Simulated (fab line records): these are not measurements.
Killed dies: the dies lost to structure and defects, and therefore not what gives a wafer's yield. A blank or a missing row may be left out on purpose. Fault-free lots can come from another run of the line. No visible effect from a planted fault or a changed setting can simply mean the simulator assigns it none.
fab line records + flow nand-harc
record
- lots=7
- wafers=21
- last-day=33
route steps=1302 shown P_M1@306 P_M2@318
lots with no fault: from the same line, run without faults
start-h: hours from the record's opening day to when the first of the lot's shown wafers began + wait-h: hours from the lot's prior step to this one + " as in the row above + L1.1+2: a row that stands for several wafers + - value missing, or start not given + * or withheld: withheld + < > ~ a bound
route shown NAME@n: a module of which the file shows steps, and the number in the route of the first + usual: mean and standard deviation over wafers with no fault + same: alike in all rows + chamber/n: place in a boat + sites: each site's reading + _std_site: standard deviation across them + _edge_site: outer sites' mean less inner sites' + radius-mm: for every site, how far away it sits from the centre of the wafer + mask NAME#n: copy n + behind: tool/chamber where the wafer was last shaped + hold: reason for holding the lot/hours on hold/outcome of the hold + device: the transistor (n, p or np) that didn't switch + end of line: tests of these same wafers at the route's end + where a step has no rows: the recipe by itself + killed: dies lost to structure and defects at the first sort, not the wafer's yield + map: a wafer's dies, x killed, . not, _ none there
set.NAME: the setting as run; set.NAME@STEP: as run at that earlier step + model.NAME: the simulator's own value behind a step, which no gauge read
a table for each step, a row for each wafer; lots at some steps of the route
services: when a tool's chamber went out of use (start-h, in hours from the record's first day, below 0 if earlier), for how many hours, and the reason
## steps
# step NHARC_P_M1_PRE_CLEAN_30
# recipe
- time-s=30
- temp-c=280
- gas=H2/He
# usual
- heater-power-w=406/43
- susceptor-temp-C=280.00/0.18
| lot.wafer | tool           | chamber | start-h | wait-h | heater-power-w | susceptor-temp-C |
|-----------|----------------|---------|---------|--------|----------------|------------------|
| L239.4    | pvd-sputter-02 | -       | -       | -      | 382            | 279.84           |
| L239.5    | "              | -       | "       | "      | 381            | 279.68           |
| L239.6    | "              | -       | "       | "      | 473            | 279.83           |
| L246.1    | pvd-sputter-03 | -       | -       | -      | 392            | 279.89           |
| L246.6    | "              | -       | "       | "      | 321            | 279.84           |
| L246.5    | "              | -       | "       | "      | 397            | 279.73           |
| L247.3    | pvd-sputter-01 | -       | -       | -      | 452            | 280.40           |
| L247.1    | "              | -       | "       | "      | 352            | 280.04           |
| L247.5    | "              | -       | "       | "      | 468            | 280.02           |
| L248.2    | pvd-sputter-01 | -       | -       | -      | 444            | 280.08           |
| L248.1    | "              | -       | "       | "      | 420            | 279.75           |
| L248.6    | "              | -       | "       | "      | 470            | 279.91           |
| L253.2    | pvd-sputter-03 | -       | -       | -      | 390            | 280.28           |
| L253.3    | "              | -       | "       | "      | 322            | 279.75           |
| L253.5    | "              | -       | "       | "      | 408            | 280.19           |
| L258.2    | pvd-sputter-02 | -       | -       | -      | 499            | 280.04           |
| L258.3    | "              | -       | "       | "      | 397            | 279.93           |
| L258.6    | "              | -       | "       | "      | 396            | 279.52           |
| L260.3    | pvd-sputter-01 | -       | -       | -      | 382            | 280.23           |
| L260.1    | "              | -       | "       | "      | 442            | 280.17           |
| L260.5    | "              | -       | "       | "      | 381            | 280.12           |
# step NHARC_P_M1_PVD_20
# recipe
- target-thk-a=50
- bias-v=168.6
- power-w=15000
- chamber-pressure-pa=0.12
- time-s=8.06
- substrate-temp-c=50
- material=TaN
# usual
- substrate-temp-c=50.01/0.1
- throttle-valve-pct=29.9/0.76
| lot.wafer | tool           | chamber | start-h | wait-h | substrate-temp-c | throttle-valve-pct |
|-----------|----------------|---------|---------|--------|------------------|--------------------|
| L239.4    | pvd-sputter-02 | -       | -       | -      | 49.91            | 30.5               |
| L239.5    | "              | -       | "       | "      | 50.08            | 30.8               |
| L239.6    | "              | -       | "       | "      | 50.11            | 30.5               |
| L246.1    | pvd-sputter-03 | -       | -       | -      | 49.99            | 30.2               |
| L246.5    | "              | -       | "       | "      | 49.90            | 30.6               |
| L246.6    | "              | -       | "       | "      | 50.17            | 31.8               |
| L247.1    | pvd-sputter-01 | -       | -       | -      | 49.88            | 29.7               |
| L247.3    | "              | -       | "       | "      | 50.14            | 29.4               |
| L247.5    | "              | -       | "       | "      | 50.04            | 29.3               |
| L248.1    | pvd-sputter-01 | -       | -       | -      | 49.95            | 29.3               |
| L248.2    | "              | -       | "       | "      | 49.75            | 29.2               |
| L248.6    | "              | -       | "       | "      | 49.88            | 29.0               |
| L253.3    | pvd-sputter-03 | -       | -       | -      | 50.20            | 30.5               |
| L253.2    | "              | -       | "       | "      | 50.00            | 30.6               |
| L253.5    | "              | -       | "       | "      | 50.05            | 30.3               |
| L258.2    | pvd-sputter-02 | -       | -       | -      | 49.89            | 31.3               |
| L258.3    | "              | -       | "       | "      | 49.99            | 30.0               |
| L258.6    | "              | -       | "       | "      | 49.92            | 31.1               |
| L260.1    | pvd-sputter-01 | -       | -       | -      | 49.89            | 28.6               |
| L260.3    | "              | -       | "       | "      | 50.08            | 28.9               |
| L260.5    | "              | -       | "       | "      | 50.13            | 29.6               |
# step NHARC_P_M1_PVD_21
# recipe
- target-thk-a=300
- chamber-pressure-pa=5
- power-w=5000
- substrate-temp-c=30
- time-s=20.49
- material=Cu
# step NHARC_P_M1_ECD_22
# recipe
- target-thk-a=4000
- bath-temp-c=25
- material=Cu
# step NHARC_P_M1_ANNEAL_31
# recipe
- temp-c=225
- time-s=90
# usual
- wafer_temp_C_max=226.2/0.37
| lot.wafer | tool          | chamber | start-h | wait-h | wafer_temp_C_max |
|-----------|---------------|---------|---------|--------|------------------|
| L239.4    | rtp-anneal-02 | 0       | 136.28  | -      | 226.0            |
| L239.5    | "             | 0       | "       | "      | 226.1            |
| L239.6    | "             | 0       | "       | "      | 225.9            |
| L246.1    | rtp-anneal-01 | 0       | 222.86  | -      | 226.3            |
| L246.5    | "             | 0       | "       | "      | 226.7            |
| L246.6    | "             | 0       | "       | "      | 226.4            |
| L247.1    | rtp-anneal-02 | 0       | 223.56  | -      | 226.1            |
| L247.3    | "             | 0       | "       | "      | 226.2            |
| L247.5    | "             | 0       | "       | "      | 225.8            |
| L248.1    | rtp-anneal-01 | 0       | 224.44  | 0.3    | 227.2            |
| L248.2    | "             | 0       | "       | "      | 226.4            |
| L248.6    | "             | 0       | "       | "      | 226.9            |
| L253.2    | rtp-anneal-01 | 0       | 274.17  | 0.3    | 227.1            |
| L253.3    | "             | 0       | "       | "      | 226.2            |
| L253.5    | "             | 0       | "       | "      | 226.6            |
| L258.2    | rtp-anneal-01 | 0       | 332.98  | 0.4    | 226.6            |
| L258.3    | "             | 0       | "       | "      | 226.6            |
| L258.6    | "             | 0       | "       | "      | 226.9            |
| L260.1    | rtp-anneal-02 | 0       | 358.80  | 0.3    | 226.2            |
| L260.3    | "             | 0       | "       | "      | 225.8            |
| L260.5    | "             | 0       | "       | "      | 225.8            |
# step NHARC_P_M1_CMP_23
# recipe
- t-overpolish-s=20
- target-thk-nm=157.82
# step NHARC_P_M1_THK_MEAS_24
# recipe
- thk-meas-gauge=xrf
# usual
- thk-nm=157.7/1.4
| lot.wafer | tool          | chamber | start-h | wait-h | thk-nm |
|-----------|---------------|---------|---------|--------|--------|
| L239.4    | film-metro-01 | -       | 136.79  | -      | 159.4  |
| L239.5    | "             | -       | "       | "      | 154.3  |
| L239.6    | "             | -       | "       | "      | 157.0  |
| L246.1    | film-metro-02 | -       | 223.54  | -      | 158.4  |
| L246.5    | "             | -       | "       | "      | 158.8  |
| L246.6    | "             | -       | "       | "      | 157.1  |
| L247.1    | film-metro-02 | -       | 224.22  | -      | 157.1  |
| L247.3    | "             | -       | "       | "      | 157.8  |
| L247.5    | "             | -       | "       | "      | 157.6  |
| L248.1    | film-metro-01 | -       | 225.09  | -      | 154.9  |
| L248.2    | "             | -       | "       | "      | 157.4  |
| L248.6    | "             | -       | "       | "      | 156.9  |
| L253.2    | film-metro-01 | -       | 274.78  | -      | 156.0  |
| L253.3    | "             | -       | "       | "      | 159.0  |
| L253.5    | "             | -       | "       | "      | 157.1  |
| L258.2    | film-metro-02 | -       | 333.59  | -      | 156.4  |
| L258.3    | "             | -       | "       | "      | 157.6  |
| L258.6    | "             | -       | "       | "      | 157.2  |
| L260.1    | film-metro-02 | -       | 359.77  | -      | 158.6  |
| L260.3    | "             | -       | "       | "      | 160.6  |
| L260.5    | "             | -       | "       | "      | 159.0  |
# step NHARC_P_M1_SRD_25
# step NHARC_P_M1_INSPECT_27
# usual
- raw-defect-count=328/120
| lot.wafer | tool              | chamber | start-h | wait-h | raw-defect-count |
|-----------|-------------------|---------|---------|--------|------------------|
| L239.4    | defect-inspect-01 | -       | 136.95  | 0.0    | 258              |
| L239.5    | "                 | -       | "       | "      | 502              |
| L239.6    | "                 | -       | "       | "      | 362              |
| L246.1    | defect-inspect-01 | -       | 223.70  | 0.0    | 237              |
| L246.5    | "                 | -       | "       | "      | 304              |
| L246.6    | "                 | -       | "       | "      | 206              |
| L247.1    | defect-inspect-01 | -       | 224.38  | 0.0    | 265              |
| L247.3    | "                 | -       | "       | "      | 263              |
| L247.5    | "                 | -       | "       | "      | 275              |
| L248.1    | defect-inspect-02 | -       | 225.25  | 0.0    | 470              |
| L248.2    | "                 | -       | "       | "      | 213              |
| L248.6    | "                 | -       | "       | "      | 232              |
| L253.2    | defect-inspect-01 | -       | 274.94  | 0.0    | 260              |
| L253.3    | "                 | -       | "       | "      | 187              |
| L253.5    | "                 | -       | "       | "      | 365              |
| L258.2    | defect-inspect-02 | -       | 333.74  | 0.0    | 375              |
| L258.3    | "                 | -       | "       | "      | 277              |
| L258.6    | "                 | -       | "       | "      | 441              |
| L260.1    | defect-inspect-01 | -       | 359.93  | 0.0    | 149              |
| L260.3    | "                 | -       | "       | "      | 176              |
| L260.5    | "                 | -       | "       | "      | 144              |
# step NHARC_P_M1_PRE_CLEAN_32
# recipe
- time-s=12
- temp-c=370
- rf-power-w=300
- gas=NH3
# usual
- heater-power-w=644/63
- rf-fwd-power-W=292.6/0.86
- susceptor-temp-C=370.00/0.22
| lot.wafer | tool     | chamber | start-h | wait-h | heater-power-w | rf-fwd-power-W | susceptor-temp-C |
|-----------|----------|---------|---------|--------|----------------|----------------|------------------|
| L239.5    | pecvd-02 | 1       | 137.05  | 0.1    | 469            | 291.7          | 370.01           |
| L239.6    | "        | 2       | "       | "      | 685            | 291.8          | 370.18           |
| L239.4    | "        | 0       | "       | "      | 781            | 292.2          | 369.75           |
| L246.1    | pecvd-01 | 2       | 223.77  | 0.1    | 687            | 292.2          | 369.66           |
| L246.5    | "        | 2       | "       | "      | 698            | 292.4          | 369.58           |
| L246.6    | "        | 0       | "       | "      | 585            | 293.1          | 369.72           |
| L247.3    | pecvd-01 | 0       | 224.44  | 0.1    | 575            | 291.4          | 369.99           |
| L247.1    | "        | 2       | "       | "      | 636            | 293.7          | 369.85           |
| L247.5    | "        | 1       | "       | "      | 705            | 292.7          | 370.36           |
| L248.2    | pecvd-03 | 0       | 225.33  | 0.1    | 662            | 292.2          | 370.02           |
| L248.1    | "        | 1       | "       | "      | 698            | 293.5          | 370.10           |
| L248.6    | "        | 2       | "       | "      | 674            | 292.9          | 369.72           |
| L253.2    | pecvd-03 | 0       | 275.02  | 0.1    | 665            | 293.6          | 369.94           |
| L253.3    | "        | 1       | "       | "      | 646            | 291.6          | 369.67           |
| L253.5    | "        | 1       | "       | "      | 674            | 293.3          | 370.21           |
| L258.3    | pecvd-01 | 2       | 333.82  | 0.1    | 633            | 294.5          | 370.13           |
| L258.2    | "        | 0       | "       | "      | 590            | 291.6          | 370.12           |
| L258.6    | "        | 2       | "       | "      | 647            | 292.9          | 369.96           |
| L260.3    | pecvd-01 | 2       | 360.00  | 0.1    | 626            | 290.5          | 369.82           |
| L260.1    | "        | 1       | "       | "      | 626            | 293.0          | 369.64           |
| L260.5    | "        | 2       | "       | "      | 611            | 291.9          | 369.90           |
# step NHARC_P_M1_DEP_33
# recipe
- target-thk-a=300
- temp-c=370
- target-thk-nm=30
- pressure-torr=3
- flow-sccm=200
- rf-w=450
- material=SiCN
# usual
- chamber-pressure-Torr=3.000/0.0065
- heater-power-outer-w=361/48
- heater-power-w=600/61
- rf-fwd-power-W=448.9/1.5
- susceptor-temp-C=369.99/0.2
| lot.wafer | tool     | chamber | start-h | wait-h | chamber-pressure-Torr | heater-power-outer-w | heater-power-w | rf-fwd-power-W | susceptor-temp-C |
|-----------|----------|---------|---------|--------|-----------------------|----------------------|----------------|----------------|------------------|
| L239.5    | pecvd-02 | 1       | 137.22  | 0.2    | 2.992                 | 234                  | 426            | 448.3          | 369.90           |
| L239.6    | "        | 2       | "       | "      | 2.998                 | 304                  | 545            | 450.5          | 369.55           |
| L239.4    | "        | 0       | "       | "      | 2.992                 | 473                  | 732            | 445.4          | 370.09           |
| L246.1    | pecvd-01 | 2       | 223.85  | 0.1    | 2.998                 | 316                  | 556            | 449.0          | 369.94           |
| L246.5    | "        | 2       | "       | "      | 2.996                 | 326                  | 553            | 449.7          | 370.10           |
| L246.6    | "        | 0       | "       | "      | 3.004                 | 331                  | 535            | 449.4          | 370.09           |
| L247.3    | pecvd-01 | 0       | 224.52  | 0.1    | 3.000                 | 342                  | 547            | 447.6          | 369.86           |
| L247.1    | "        | 2       | "       | "      | 3.015                 | 339                  | 572            | 446.5          | 370.11           |
| L247.5    | "        | 1       | "       | "      | 2.992                 | 394                  | 652            | 450.4          | 370.03           |
| L248.2    | pecvd-03 | 0       | 225.44  | 0.1    | 3.006                 | 394                  | 661            | 448.4          | 369.93           |
| L248.1    | "        | 1       | "       | "      | 3.002                 | 430                  | 677            | 449.4          | 370.25           |
| L248.6    | "        | 2       | "       | "      | 3.004                 | 385                  | 592            | 448.2          | 369.99           |
| L253.2    | pecvd-03 | 0       | 275.13  | 0.1    | 3.001                 | 382                  | 626            | 450.7          | 369.82           |
| L253.3    | "        | 1       | "       | "      | 2.999                 | 418                  | 657            | 451.3          | 369.71           |
| L253.5    | "        | 1       | "       | "      | 2.997                 | 411                  | 642            | 450.5          | 369.76           |
| L258.3    | pecvd-01 | 2       | 333.93  | 0.1    | 2.996                 | 361                  | 626            | 450.0          | 369.99           |
| L258.2    | "        | 0       | "       | "      | 2.991                 | 328                  | 560            | 448.3          | 370.10           |
| L258.6    | "        | 2       | "       | "      | 2.992                 | 362                  | 620            | 447.8          | 369.86           |
| L260.3    | pecvd-01 | 2       | 360.08  | 0.1    | 3.003                 | 338                  | 593            | 449.2          | 369.86           |
| L260.1    | "        | 1       | "       | "      | 3.000                 | 393                  | 653            | 450.6          | 370.23           |
| L260.5    | "        | 2       | "       | "      | 2.995                 | 353                  | 605            | 449.6          | 370.13           |
# step NHARC_P_M2_DEP_00
# recipe
- target-thk-a=1825
- target-thk-nm=182.5
- temp-c=withheld
- pressure-torr=5
- flow-sccm=200
- rf-w=600
- material=SiOC
# usual
- chamber-pressure-Torr=5.002/0.011
- rf-fwd-power-W=598.4/1.9
| lot.wafer | tool     | chamber | start-h | wait-h | chamber-pressure-Torr | rf-fwd-power-W |
|-----------|----------|---------|---------|--------|-----------------------|----------------|
| L239.4    | pecvd-03 | 1       | 137.63  | -      | 4.990                 | 599.4          |
| L239.6    | "        | 2       | "       | "      | 5.007                 | 598.8          |
| L239.5    | "        | 0       | "       | "      | 5.009                 | 594.5          |
| L246.1    | pecvd-02 | 2       | 224.30  | -      | -                     | -              |
| L246.5    | "        | 2       | "       | "      | -                     | -              |
| L246.6    | "        | 0       | "       | "      | -                     | -              |
| L247.3    | pecvd-02 | 1       | 224.93  | -      | -                     | -              |
| L247.1    | "        | 0       | "       | "      | -                     | -              |
| L247.5    | "        | 1       | "       | "      | -                     | -              |
| L248.2    | pecvd-01 | 1       | 225.80  | -      | -                     | -              |
| L248.1    | "        | 2       | "       | "      | -                     | -              |
| L248.6    | "        | 1       | "       | "      | -                     | -              |
| L253.2    | pecvd-03 | 2       | 275.48  | -      | 5.003                 | 598.8          |
| L253.3    | "        | 1       | "       | "      | 4.997                 | 598.8          |
| L253.5    | "        | 2       | "       | "      | 5.000                 | 596.2          |
| L258.2    | pecvd-02 | 1       | 334.30  | -      | 4.999                 | 596.7          |
| L258.3    | "        | 2       | "       | "      | 5.007                 | 598.5          |
| L258.6    | "        | 1       | "       | "      | 5.014                 | 597.4          |
| L260.1    | pecvd-03 | 1       | 360.70  | -      | 5.001                 | 600.6          |
| L260.3    | "        | 2       | "       | "      | 5.002                 | 596.9          |
| L260.5    | "        | 0       | "       | "      | 5.013                 | 595.9          |
# step NHARC_P_M2_DEHYDRATE_01
# recipe
- temp-c=150
- time-s=120
## services
| tool           | chamber | start-h | hours | kind       |
|----------------|---------|---------|-------|------------|
| pecvd-01       | -       | 130.68  | 13.0  | pm         |
| pecvd-01       | 0       | 130.68  | 13.0  | vent-cycle |
| pecvd-01       | 1       | 130.68  | 13.0  | vent-cycle |
| pecvd-01       | 2       | 130.68  | 13.0  | vent-cycle |
| pvd-sputter-02 | -       | 138.90  | 4.1   | repair     |
| pecvd-01       | 0       | 143.68  | -     | clean      |
| pecvd-01       | 1       | 143.68  | -     | clean      |
| pecvd-01       | 2       | 143.68  | -     | clean      |
| pvd-sputter-01 | -       | 156.58  | 5.9   | repair     |
| pecvd-02       | 0       | 162.36  | 1.8   | repair     |
| pvd-sputter-03 | -       | 168.54  | 2.1   | repair     |
| pvd-sputter-01 | -       | 169.99  | 3.9   | repair     |
| pvd-sputter-01 | -       | 180.12  | 8.5   | repair     |
| pecvd-03       | -       | 185.16  | 13.0  | pm         |
| pecvd-03       | -       | 210.62  | 0.6   | repair     |
| pvd-sputter-01 | -       | 226.00  | 10.0  | pm         |
| pecvd-02       | -       | 227.33  | 13.0  | pm         |
| pvd-sputter-01 | -       | 243.73  | 0.8   | repair     |
| pvd-sputter-02 | -       | 282.00  | 10.0  | pm         |
| rtp-anneal-01  | -       | 290.06  | 0.6   | repair     |
| pecvd-01       | -       | 299.92  | 0.8   | repair     |
| pecvd-01       | -       | 311.68  | 13.0  | pm         |
| pvd-sputter-03 | -       | 335.52  | 4.4   | repair     |
| pvd-sputter-03 | -       | 348.63  | 10.0  | pm         |
## key
first-sign
- step=NHARC_P_M2_DEP_00
- reading=tool-record
- direction=missing
effect none on later readings
met-at NHARC_P_M2_DEP_00
struck-wafers L246.1,L246.5,L246.6,L247.1,L247.3,L247.5,L248.1,L248.2,L248.6
later-rows-left-out L246.1,L246.5,L246.6,L247.1,L247.3,L247.5,L248.1,L248.2,L248.6
sort-left-out L246.1,L246.5,L246.6,L247.1,L247.3,L247.5,L248.1,L248.2,L248.6
fault
- kind=skipped-step-whole
- tool=pecvd-01,pecvd-02
- chamber=-
- onset-h=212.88
- steps=NHARC_P_M2_DEP_00
- scope=struck-lots-only
# sort-left-out: the simulated sort isn't trusted on such a fault, so these wafers' sort isn't shown, and their yield isn't known
# later-rows-left-out: the simulator's readings of these wafers behind a module that went badly wrong aren't trusted and aren't shown, but for the sort
